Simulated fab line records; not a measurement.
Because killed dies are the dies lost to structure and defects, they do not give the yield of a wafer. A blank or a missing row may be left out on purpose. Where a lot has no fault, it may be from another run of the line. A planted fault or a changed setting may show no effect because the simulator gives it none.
Check for tools in common -- flow nand harc -- 1 lot, 3 wafers sampled

== WHAT PROMPTED THE OPENING ==
At NHARC_END_SORT_01 the reading killed at periphery is flagged on 1 of 1 lot. Wafers without a fault read 4.0, standard deviation 2.7.
Rule: a lot gets a flag if all its wafers with a number sit over 4 standard deviations from that mean, or if no wafer of it has a number. As for the other lots, they are considered sound.

lot,measured,on,"killed at periphery, wafer by wafer",flag
L225,day 26 07:14,prober-01,591 611 592,FLAGGED
Averaged over the flagged lots the numbers come to 598.0, +594.0 from the usual (+99 or more standard deviations).

== TOOL THAT RAN EACH LOT ==
4 process steps preceding the reading are held in the record, out of 1302 steps in the route. Every cell lists first the tool, next ch and the chambers used by the sampled wafers, and last the start.
lot,flag,NHARC_P_STI_CMP_21,NHARC_P_GATE_ETCHBACK_37,NHARC_P_GATE_EXPOSE_43,NHARC_P_GATE_DESCUM_48
L225,FLAGGED,"cmp-02 ch 0,1,2, day 6 11:34","rie diel-03 ch 0,2,3, day 8 05:56 or earlier","krf scanner-03 ch 0, day 8 05:56","rie diel-03 ch 0,3, day 8 06:16"
What these steps do:
- NHARC_P_STI_CMP_21: polishes, t overpolish 20 s, target thk 380.67 nm.
- NHARC_P_GATE_ETCHBACK_37: etches the open film in CHF3/O2, target depth 34.5 nm, time 17.2 s.
- NHARC_P_GATE_EXPOSE_43: exposes mask P NSD, target cd 720 nm.
- NHARC_P_GATE_DESCUM_48: chemistry O2, time 3 s.
- NHARC_END_SORT_01

== FLAGGED OVER TOTAL, TOOL BY TOOL (the gauges that took the reading come last) ==
step,tool,lots run,flagged,share of the flagged lots,sound lots run after its first flagged lot
NHARC_P_STI_CMP_21,cmp-02,1,1,all,0
NHARC_P_GATE_ETCHBACK_37,rie diel-03,1,1,all,0
NHARC_P_GATE_EXPOSE_43,krf scanner-03,1,1,all,0
NHARC_P_GATE_DESCUM_48,rie diel-03,1,1,all,0
NHARC_END_SORT_01,prober-01,1,1,all,0
NHARC_P_GATE_ETCHBACK_37 gives no start for some lots, so the hours and the order of its lots are those of NHARC_P_GATE_EXPOSE_43.

== WHAT THE TABLE ALLOWS ==
5 rows of the table ran every flagged lot: cmp-02 at NHARC_P_STI_CMP_21, rie diel-03 at NHARC_P_GATE_ETCHBACK_37, krf scanner-03 at NHARC_P_GATE_EXPOSE_43, rie diel-03 at NHARC_P_GATE_DESCUM_48, prober-01 at NHARC_END_SORT_01.
- cmp-02 at NHARC_P_STI_CMP_21: 1 of its 1 lot flagged. The start can't be narrowed down: in this sample, it ran no sound lot prior to its first flagged lot.
- rie diel-03 at NHARC_P_GATE_ETCHBACK_37: 1 of its 1 lot flagged. The start can't be narrowed down: in this sample, it ran no sound lot prior to its first flagged lot.
- krf scanner-03 at NHARC_P_GATE_EXPOSE_43: 1 of its 1 lot flagged. The start can't be narrowed down: in this sample, it ran no sound lot prior to its first flagged lot.
- rie diel-03 at NHARC_P_GATE_DESCUM_48: 1 of its 1 lot flagged. The start can't be narrowed down: in this sample, it ran no sound lot prior to its first flagged lot.
- prober-01 at NHARC_END_SORT_01: 1 of its 1 lot flagged. The start can't be narrowed down: in this sample, it ran no sound lot prior to its first flagged lot.
A lot count leaves these 4 tools indistinguishable: every one of them fits a fault beginning at some hour. More lots, or a look at what each step does to the wafer, might.

== WHAT THE SIMULATOR HAD INSERTED ==
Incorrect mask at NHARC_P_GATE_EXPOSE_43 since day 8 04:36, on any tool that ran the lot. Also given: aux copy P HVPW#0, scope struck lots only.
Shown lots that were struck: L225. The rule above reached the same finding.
